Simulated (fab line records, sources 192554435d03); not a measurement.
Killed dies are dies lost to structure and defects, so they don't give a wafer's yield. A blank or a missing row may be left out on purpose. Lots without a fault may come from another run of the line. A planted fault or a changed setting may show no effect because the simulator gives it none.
fab line records | flow n5_finfet
record lots=24 wafers=72 last_day=18
route steps=1938 shown BEOL_M9@1457 BEOL_M10@1514 BEOL_M11@1538
lots that met no fault: from a run of the same line without faults
start_h: hours from the record's first day to the start of the lot's first wafer shown | wait_h: hours since the lot's step before | " the same as in the row above | L1.1+2: a row that stands for several wafers | - no value, or no start given | * or withheld: withheld | < > ~ a bound
route shown NAME@n: a module of which the file shows steps, and the number in the route of the first | usual: mean/standard deviation of fault-free wafers | same: alike in all rows | chamber/n: place in a boat | sites: the reading at each site | _std_site: their standard deviation | _edge_site: outer sites' mean less inner sites' | radius_mm: how far each site lies from the wafer's centre | mask NAME#n: copy n | behind: the tool/chamber that last shaped the wafer | hold: why the lot was held/for how many hours/how that ended | device: the transistor (n, p or np) that didn't switch | end of line: the same wafers' tests at the end of the route | a step without rows: its recipe alone | killed: dies lost to structure and defects at the first sort, not the wafer's yield | map: a wafer's dies, x killed, . not, _ none there
set.NAME: the setting as run; set.NAME@STEP: as run at that earlier step | model.NAME: the simulator's own value behind a step, which no gauge read
steps of the route over a sample of lots; a table a step, a row a wafer
services: from which hour (start_h, from the record's first day; less than 0 if before it) a tool's chamber was out of use, for how many hours, and why
## steps
# step N5_BEOL_M9_PRE_CLEAN_45
# recipe gas=H2/He time_s=30 temp_c=250
# usual heater_power_w=323/28
# columns lot.wafer tool chamber start_h wait_h heater_power_w
L075.2 pvd_sputter-01 - 204.92 0.0 280
L075.4 " - " " 303
L075.6 " - " " 297
L074.3 pvd_sputter-03 - 205.06 0.0 350
L074.5 " - " " 298
L074.6 " - " " 306
L076.1 pvd_sputter-01 - 220.59 0.0 281
L076.4 " - " " 338
L076.5 " - " " 324
L077.1 pvd_sputter-01 - 228.80 0.0 334
L077.4 " - " " 303
L077.6 " - " " 296
L078.1 pvd_sputter-01 - 228.88 0.0 281
L078.5 " - " " 340
L078.6 " - " " 278
L079.1 pvd_sputter-03 - 231.03 0.0 337
L079.2 " - " " 299
L079.3 " - " " 355
L080.1 pvd_sputter-01 - 243.75 0.0 337
L080.3 " - " " 294
L080.6 " - " " 322
L081.1 pvd_sputter-01 - 251.93 0.0 294
L081.2 " - " " 344
L081.5 " - " " 331
L083.2 pvd_sputter-03 - 253.64 0.0 309
L083.4 " - " " 346
L083.6 " - " " 303
L082.3 pvd_sputter-01 - 259.19 0.0 343
L082.4 " - " " 335
L082.6 " - " " 333
L084.2 pvd_sputter-01 - 261.85 0.0 297
L084.3 " - " " 336
L084.4 " - " " 341
L086.2 pvd_sputter-03 - 284.71 0.0 351
L086.3 " - " " 355
L086.5 " - " " 307
L085.1 pvd_sputter-02 - 289.62 0.0 385
L085.2 " - " " 334
L085.5 " - " " 382
L087.1 pvd_sputter-03 - 290.09 0.0 341
L087.4 " - " " 306
L087.5 " - " " 310
L089.1 pvd_sputter-03 - 312.77 0.0 301
L089.5 " - " " 346
L089.6 " - " " 301
L088.2 pvd_sputter-01 - 312.93 0.0 282
L088.4 " - " " 336
L088.5 " - " " 322
L090.3 pvd_sputter-01 - 318.52 0.0 345
L090.4 " - " " 336
L090.6 " - " " 300
L091.1 pvd_sputter-01 - 321.82 0.0 300
L091.5 " - " " 296
L091.6 " - " " 339
L093.1 pvd_sputter-03 - 329.71 0.0 356
L093.4 " - " " 306
L093.6 " - " " 309
L092.1 pvd_sputter-02 - 341.48 0.0 329
L092.3 " - " " 332
L092.4 " - " " 342
L094.2 pvd_sputter-01 - 345.74 0.0 273
L094.4 " - " " 296
L094.5 " - " " 291
L095.3 pvd_sputter-02 - 358.23 0.0 346
L095.5 " - " " 374
L095.6 " - " " 349
L096.1 pvd_sputter-02 - 363.05 0.0 349
L096.4 " - " " 386
L096.5 " - " " 319
L097.1 pvd_sputter-02 - 377.74 0.0 323
L097.5 " - " " 328
L097.6 " - " " 336
# step N5_BEOL_M9_SURFACE_TREAT_79
# recipe gas=Ar time_s=* ion_energy_ev=* ion_current_ma_cm2=0.5 pressure_mtorr=* ar_flow_sccm=30
# usual throttle_valve_pct=*
# columns lot.wafer tool chamber start_h wait_h throttle_valve_pct
L075.2 pvd_sputter-01 - 205.45 0.3 *
L075.4 " - " " *
L075.6 " - " " *
L074.3 pvd_sputter-03 - 205.60 0.3 *
L074.5 " - " " *
L074.6 " - " " *
L076.1 pvd_sputter-02 - 221.10 0.3 *
L076.4 " - " " *
L076.5 " - " " *
L077.1 pvd_sputter-03 - 229.29 0.3 *
L077.4 " - " " *
L077.6 " - " " *
L078.1 pvd_sputter-03 - 229.33 0.2 *
L078.5 " - " " *
L078.6 " - " " *
L079.1 pvd_sputter-01 - 231.49 0.2 *
L079.2 " - " " *
L079.3 " - " " *
L080.1 pvd_sputter-01 - 244.11 0.2 *
L080.3 " - " " *
L080.6 " - " " *
L081.1 pvd_sputter-03 - 252.38 0.3 *
L081.2 " - " " *
L081.5 " - " " *
L083.2 pvd_sputter-01 - 255.21 1.1 *
L083.4 " - " " *
L083.6 " - " " *
L082.3 pvd_sputter-01 - 261.11 1.7 *
L082.4 " - " " *
L082.6 " - " " *
L084.2 pvd_sputter-01 - 262.26 0.2 *
L084.3 " - " " *
L084.4 " - " " *
L086.2 pvd_sputter-03 - 285.13 0.2 *
L086.3 " - " " *
L086.5 " - " " *
L085.1 pvd_sputter-01 - 290.03 0.2 *
L085.2 " - " " *
L085.5 " - " " *
L087.1 pvd_sputter-01 - 290.59 0.3 *
L087.4 " - " " *
L087.5 " - " " *
L089.1 pvd_sputter-01 - 313.15 0.2 *
L089.5 " - " " *
L089.6 " - " " *
L088.2 pvd_sputter-01 - 313.45 0.3 *
L088.4 " - " " *
L088.5 " - " " *
L090.3 pvd_sputter-01 - 318.90 0.2 *
L090.4 " - " " *
L090.6 " - " " *
L091.1 pvd_sputter-03 - 322.23 0.2 *
L091.5 " - " " *
L091.6 " - " " *
L093.1 pvd_sputter-03 - 330.07 0.2 *
L093.4 " - " " *
L093.6 " - " " *
L092.1 pvd_sputter-03 - 341.87 0.2 *
L092.3 " - " " *
L092.4 " - " " *
L094.2 pvd_sputter-01 - 346.18 0.2 *
L094.4 " - " " *
L094.5 " - " " *
L095.3 pvd_sputter-02 - 358.59 0.2 *
L095.5 " - " " *
L095.6 " - " " *
L096.1 pvd_sputter-02 - 363.51 0.2 *
L096.4 " - " " *
L096.5 " - " " *
L097.1 pvd_sputter-02 - 378.30 0.3 *
L097.5 " - " " *
L097.6 " - " " *
# step N5_BEOL_M9_THK_MEAS_53
# recipe thk_meas_gauge=xrf reads=Cu_of_BEOL_M9_ECD_50
# usual M9_THK=142/3
# columns lot.wafer tool chamber start_h wait_h M9_THK[nm]
L075.2 film_metro-01 - 206.46 - 142
L075.4 " - " " 140
L075.6 " - " " 143
L074.3 film_metro-02 - 206.91 - 146
L074.5 " - " " 144
L074.6 " - " " 144
L076.1 film_metro-02 - 222.57 - 136
L076.4 " - " " 141
L076.5 " - " " 137
L077.1 film_metro-01 - 230.61 - 142
L077.4 " - " " 142
L077.6 " - " " 142
L078.1 film_metro-02 - 230.88 - 143
L078.5 " - " " 144
L078.6 " - " " 144
L079.1 film_metro-02 - 232.62 - 141
L079.2 " - " " 140
L079.3 " - " " 137
L080.1 film_metro-01 - 245.38 - 147
L080.3 " - " " 146
L080.6 " - " " 147
L081.1 film_metro-01 - 253.46 - 144
L081.2 " - " " 145
L081.5 " - " " 141
L083.2 film_metro-02 - 256.59 - 144
L083.4 " - " " 140
L083.6 " - " " 141
L082.3 film_metro-01 - 262.39 - 141
L082.4 " - " " 137
L082.6 " - " " 143
L084.2 film_metro-02 - 264.25 - 139
L084.3 " - " " 140
L084.4 " - " " 137
L086.2 film_metro-02 - 286.53 - 145
L086.3 " - " " 142
L086.5 " - " " 145
L085.1 film_metro-01 - 291.52 - 145
L085.2 " - " " 147
L085.5 " - " " 147
L087.1 film_metro-02 - 291.80 - 143
L087.4 " - " " 141
L087.5 " - " " 146
L089.1 film_metro-02 - 314.18 - 144
L089.5 " - " " 140
L089.6 " - " " 143
L088.2 film_metro-02 - 314.74 - 141
L088.4 " - " " 141
L088.5 " - " " 144
L090.3 film_metro-02 - 320.63 - 137
L090.4 " - " " 145
L090.6 " - " " 137
L091.1 film_metro-02 - 324.82 - 143
L091.5 " - " " 142
L091.6 " - " " 139
L093.1 film_metro-02 - 331.21 - 142
L093.4 " - " " 143
L093.6 " - " " 144
L092.1 film_metro-01 - 342.97 - 142
L092.3 " - " " 142
L092.4 " - " " 143
L094.2 film_metro-02 - 347.47 - 145
L094.4 " - " " 145
L094.5 " - " " 144
L095.3 film_metro-01 - 359.60 - 145
L095.5 " - " " 144
L095.6 " - " " 145
L096.1 film_metro-01 - 364.71 - 137
L096.4 " - " " 137
L096.5 " - " " 138
L097.1 film_metro-02 - 379.91 - 145
L097.5 " - " " 146
L097.6 " - " " 140
# step N5_BEOL_M10_STRIP_77
# recipe chemistry=N2/H2 time_s=10 power_w=450 temp_c=40 pressure_mtorr=20 rf_frequency_hz=6e+07 bias_power_w=7 n2_flow_sccm=200 h2_flow_sccm=200
# usual drypump_motor_current_A=5.8/0.44 oes_product_au=0.82/0.1 rf_vpp_V=59.1/0.93 showerhead_plenum_p_Torr=2.53/0.1 throttle_valve_pct=23.5/0.42
# columns lot.wafer tool chamber start_h wait_h drypump_motor_current_A oes_product_au rf_hours_counter_h rf_vpp_V showerhead_plenum_p_Torr throttle_valve_pct
L074.3 rie_diel-06 1 - - 6.0 0.69 250 58.9 2.49 23.9
L074.5 " 3 " " 6.5 0.84 - 58.6 2.47 23.6
L074.6 " 2 " " 5.5 0.68 - 59.6 2.43 24.0
L075.2 rie_diel-04 3 - - 5.4 0.85 48 60.1 2.47 22.9
L075.4 " 2 " " 5.8 0.71 - 59.3 2.64 23.9
L075.6 " 1 " " 5.3 0.69 - 57.7 2.42 23.0
L076.1 rie_diel-04 3 - - 5.4 0.84 55 58.9 2.47 23.0
L076.4 " 1 " " 5.2 0.69 207 58.6 2.42 23.0
L076.5 " 1 " " 5.2 0.68 - 58.5 2.42 23.0
L077.1 rie_diel-06 2 - - 5.4 0.68 221 58.3 2.43 24.1
L077.4 " 3 " " 6.5 0.83 - 59.6 2.47 23.6
L077.6 " 2 " " 5.5 0.67 - 58.2 2.43 24.1
L078.1 rie_diel-06 0 - - 6.6 0.95 3 58.7 2.47 23.3
L078.5 " 2 " " 5.4 0.67 - 58.3 2.43 24.1
L078.6 " 3 " " 6.5 0.82 - 58.7 2.47 23.6
L079.1 rie_diel-06 2 - - 5.5 0.67 223 58.1 2.43 24.1
L079.2 " 3 " " 6.5 0.82 77 59.7 2.47 23.6
L079.3 " 0 " " 6.6 0.95 4 58.8 2.47 23.3
L080.1 rie_diel-04 2 - - 5.8 0.69 208 58.8 2.63 24.0
L080.3 " 3 " " 5.3 0.83 64 59.8 2.46 23.0
L080.6 " 2 " " 5.9 0.70 - 61.2 2.63 24.0
L081.1 rie_diel-05 0 - - 5.7 0.91 14 59.7 2.68 23.0
L081.2 " 2 " " 5.1 0.69 239 60.1 2.62 23.5
L081.5 " 3 " " 5.6 0.97 - 59.5 2.51 24.3
L083.2 rie_diel-06 3 - - 6.5 0.82 87 59.1 2.46 23.6
L083.4 " 0 " " 6.6 0.91 13 59.5 2.47 23.3
L083.6 " 2 " " 5.5 0.67 - 58.3 2.42 24.1
L082.3 rie_diel-06 2 - - 5.4 0.66 236 60.0 2.42 24.1
L082.4 " 0 " " 6.6 0.91 16 58.5 2.47 23.3
L082.6 " 0 " " 6.6 0.92 - 58.9 2.47 23.3
L084.2 rie_diel-04 3 - - 5.3 0.83 70 57.7 2.46 23.0
L084.3 " 1 " " 5.2 0.67 221 59.8 2.41 23.1
L084.4 " 2 " " 5.8 0.69 215 59.3 2.63 23.9
L086.2 rie_diel-05 3 - - 5.6 0.94 21 59.0 2.50 24.3
L086.3 " 1 " " 6.1 0.81 86 57.1 2.49 23.7
L086.5 " 1 " " 6.1 0.81 - 58.2 2.49 23.7
L085.1 rie_diel-05 0 - - 5.7 0.87 27 58.4 2.67 23.1
L085.2 " 1 " " 6.1 0.81 88 58.6 2.48 23.7
L085.5 " 0 " " 5.8 0.87 - 59.4 2.67 23.0
L087.1 rie_diel-05 3 - - 5.6 0.94 23 58.9 2.50 24.3
L087.4 " 1 " " 6.1 0.82 - 59.4 2.48 23.7
L087.5 " 0 " " 5.8 0.88 - 60.5 2.67 23.1
L088.2 rie_diel-05 1 - - 6.1 0.79 99 59.6 2.48 23.7
L088.4 " 2 " " 5.1 0.97 3 60.7 2.61 23.2
L088.5 " 1 " " 6.1 0.80 - 59.5 2.48 23.7
L089.1 rie_diel-04 2 - - 5.8 0.68 228 59.3 2.62 24.0
L089.5 " 3 " " 5.4 0.80 - 59.3 2.45 23.0
L089.6 " 0 " " 5.6 0.89 - 60.5 2.70 23.6
L090.3 rie_diel-04 3 - - 5.3 0.81 89 59.9 2.45 23.0
L090.4 " 2 " " 5.8 0.68 229 57.9 2.62 24.0
L090.6 " 1 " " 5.2 0.66 - 58.5 2.40 23.1
L091.1 rie_diel-04 2 - - 5.8 0.69 230 59.7 2.62 24.0
L091.5 " 3 " " 5.4 0.80 - 58.4 2.45 23.0
L091.6 " 0 " " 5.6 0.88 - 59.0 2.70 23.6
L093.1 rie_diel-06 0 - - 6.6 0.85 39 60.2 2.46 23.3
L093.4 " 0 " " 6.6 0.86 - 58.3 2.46 23.3
L093.6 " 1 " " 6.0 0.89 - 61.3 2.48 23.5
L092.1 rie_diel-04 0 - - 5.6 0.88 47 58.8 2.70 23.6
L092.3 " 2 " " 5.8 0.67 238 59.0 2.62 24.0
L092.4 " 0 " " 5.6 0.88 - 57.6 2.70 23.6
L094.2 rie_diel-05 2 - - 5.1 0.93 10 58.5 2.61 23.2
L094.4 " 0 " " 5.7 0.83 44 59.8 2.67 23.1
L094.5 " 0 " " 5.7 0.85 - 59.9 2.67 23.1
L095.3 rie_diel-05 0 - - 5.8 0.83 46 59.5 2.67 23.1
L095.5 " 0 " " 5.8 0.83 - 59.0 2.67 23.1
L095.6 " 1 " " 6.1 0.78 - 58.3 2.48 23.7
L096.1 rie_diel-04 2 - - 5.8 0.67 248 59.3 2.61 24.0
L096.4 " 0 " " 5.6 0.86 - 61.6 2.70 23.6
L096.5 " 2 " " 5.8 0.66 - 58.3 2.61 24.0
L097.1 rie_diel-05 3 - - 5.6 0.89 50 58.6 2.49 24.3
L097.5 " 2 " " 5.1 0.90 - 58.8 2.61 23.2
L097.6 " 3 " " 5.6 0.88 - 59.3 2.49 24.3
# step N5_BEOL_M10_SURFACE_TREAT_76
# recipe gas=Ar time_s=* ion_energy_ev=* ion_current_ma_cm2=0.5 pressure_mtorr=* ar_flow_sccm=30
# usual throttle_valve_pct=*
# columns lot.wafer tool chamber start_h wait_h throttle_valve_pct
L074.3 pvd_sputter-03 - 213.73 0.2 *
L074.5 " - " " *
L074.6 " - " " *
L075.2 pvd_sputter-03 - 214.40 0.2 *
L075.4 " - " " *
L075.6 " - " " *
L076.1 pvd_sputter-03 - 229.21 0.2 *
L076.4 " - " " *
L076.5 " - " " *
L077.1 pvd_sputter-01 - 235.81 0.2 *
L077.4 " - " " *
L077.6 " - " " *
L078.1 pvd_sputter-01 - 237.48 0.2 *
L078.5 " - " " *
L078.6 " - " " *
L079.1 pvd_sputter-01 - 238.87 0.2 *
L079.2 " - " " *
L079.3 " - " " *
L080.1 pvd_sputter-03 - 252.60 0.2 *
L080.3 " - " " *
L080.6 " - " " *
L081.1 pvd_sputter-01 - 261.77 0.4 *
L081.2 " - " " *
L081.5 " - " " *
L083.2 pvd_sputter-01 - 262.54 0.2 *
L083.4 " - " " *
L083.6 " - " " *
L082.3 pvd_sputter-01 - 271.38 0.2 *
L082.4 " - " " *
L082.6 " - " " *
L084.2 pvd_sputter-01 - 271.86 0.2 *
L084.3 " - " " *
L084.4 " - " " *
L086.2 pvd_sputter-01 - 293.09 0.2 *
L086.3 " - " " *
L086.5 " - " " *
L085.1 pvd_sputter-03 - 295.92 0.2 *
L085.2 " - " " *
L085.5 " - " " *
L087.1 pvd_sputter-01 - 298.05 1.7 *
L087.4 " - " " *
L087.5 " - " " *
L088.2 pvd_sputter-01 - 321.95 0.2 *
L088.4 " - " " *
L088.5 " - " " *
L089.1 pvd_sputter-02 - 323.77 1.6 *
L089.5 " - " " *
L089.6 " - " " *
L090.3 pvd_sputter-01 - 328.46 2.4 *
L090.4 " - " " *
L090.6 " - " " *
L091.1 pvd_sputter-01 - 334.01 0.3 *
L091.5 " - " " *
L091.6 " - " " *
L093.1 pvd_sputter-02 - 338.36 0.3 *
L093.4 " - " " *
L093.6 " - " " *
L092.1 pvd_sputter-02 - 354.63 0.3 *
L092.3 " - " " *
L092.4 " - " " *
L094.2 pvd_sputter-02 - 355.65 0.2 *
L094.4 " - " " *
L094.5 " - " " *
L095.3 pvd_sputter-01 - 365.63 0.2 *
L095.5 " - " " *
L095.6 " - " " *
L096.1 pvd_sputter-03 - 372.99 0.2 *
L096.4 " - " " *
L096.5 " - " " *
L097.1 pvd_sputter-02 - 385.33 0.2 *
L097.5 " - " " *
L097.6 " - " " *
# step N5_BEOL_M11_THK_MEAS_01
# recipe reads=SiCOH_lowk_of_BEOL_M11_ILD_DEP_00
# usual M11_ILD_THK=268/4.4
# columns lot.wafer tool chamber start_h wait_h M11_ILD_THK[nm]
L074.3 film_metro-02 - 215.53 0.3 265
L074.5 " - " " 272
L074.6 " - " " 280
L075.2 film_metro-01 - 216.99 0.4 266
L075.4 " - " " 267
L075.6 " - " " 266
L076.1 film_metro-02 - 231.28 0.4 260
L076.4 " - " " 271
L076.5 " - " " 266
L077.1 film_metro-01 - 238.48 0.4 269
L077.4 " - " " 271
L077.6 " - " " 276
L078.1 film_metro-02 - 239.28 0.4 263
L078.5 " - " " 268
L078.6 " - " " 273
L079.1 film_metro-01 - 241.56 0.4 257
L079.2 " - " " 265
L079.3 " - " " 265
L080.1 film_metro-01 - 254.59 0.4 266
L080.3 " - " " 267
L080.6 " - " " 272
L081.1 film_metro-02 - 265.14 0.8 267
L081.2 " - " " 263
L081.5 " - " " 264
L083.2 film_metro-01 - 266.10 0.4 262
L083.4 " - " " 266
L083.6 " - " " 272
L082.3 film_metro-01 - 273.56 0.3 268
L082.4 " - " " 270
L082.6 " - " " 273
L084.2 film_metro-01 - 274.37 0.7 267
L084.3 " - " " 264
L084.4 " - " " 273
L086.2 film_metro-01 - 296.49 0.4 266
L086.3 " - " " 269
L086.5 " - " " 273
L085.1 film_metro-02 - 300.08 0.8 266
L085.2 " - " " 273
L085.5 " - " " 268
L087.1 film_metro-02 - 300.46 0.4 265
L087.4 " - " " 268
L087.5 " - " " 270
L088.2 film_metro-02 - 325.69 0.4 265
L088.4 " - " " 273
L088.5 " - " " 277
L089.1 film_metro-02 - 326.17 0.4 271
L089.5 " - " " 261
L089.6 " - " " 271
L090.3 film_metro-01 - 330.57 0.3 261
L090.4 " - " " 271
L090.6 " - " " 274
L091.1 film_metro-02 - 336.45 0.8 266
L091.5 " - " " 271
L091.6 " - " " 266
L093.1 film_metro-01 - 341.26 0.4 264
L093.4 " - " " 268
L093.6 " - " " 265
L092.1 film_metro-02 - 356.99 0.4 264
L092.3 " - " " 261
L092.4 " - " " 265
L094.2 film_metro-02 - 357.99 0.4 264
L094.4 " - " " 264
L094.5 " - " " 266
L095.3 film_metro-01 - 367.66 0.3 274
L095.5 " - " " 277
L095.6 " - " " 272
L096.1 film_metro-02 - 374.80 0.4 263
L096.4 " - " " 274
L096.5 " - " " 265
L097.1 film_metro-01 - 387.66 0.4 265
L097.5 " - " " 269
L097.6 " - " " 272
## services
# columns tool chamber start_h hours kind
rie_diel-05 1 183.09 9.7 repair
rie_diel-05 0 199.06 - clean
rie_diel-04 0 205.22 - clean
rie_diel-04 0 205.22 - consumable_replace:focus_ring
rie_diel-04 0 205.22 - consumable_replace:showerhead
rie_diel-04 0 205.22 14.1 scheduled_down
rie_diel-04 0 205.22 14.1 vent_cycle
rie_diel-05 3 209.61 4.5 repair
rie_diel-05 0 223.81 5.5 repair
rie_diel-04 - 266.81 2.4 repair
rie_diel-06 - 267.21 0.6 repair
rie_diel-06 - 275.37 4.3 pm
rie_diel-06 2 294.86 13.9 repair
rie_diel-04 2 302.94 7.1 repair
rie_diel-04 2 310.68 4.4 repair
pvd_sputter-02 - 311.06 2.8 repair
rie_diel-04 3 347.13 14.3 repair
pvd_sputter-03 - 348.61 9.2 repair
rie_diel-06 3 352.68 16.5 repair
rie_diel-04 1 361.41 - clean
rie_diel-04 1 361.41 - consumable_replace:focus_ring
rie_diel-04 1 361.41 - consumable_replace:showerhead
rie_diel-04 1 361.41 23.5 scheduled_down
rie_diel-04 1 361.41 23.5 vent_cycle
## key
fault none
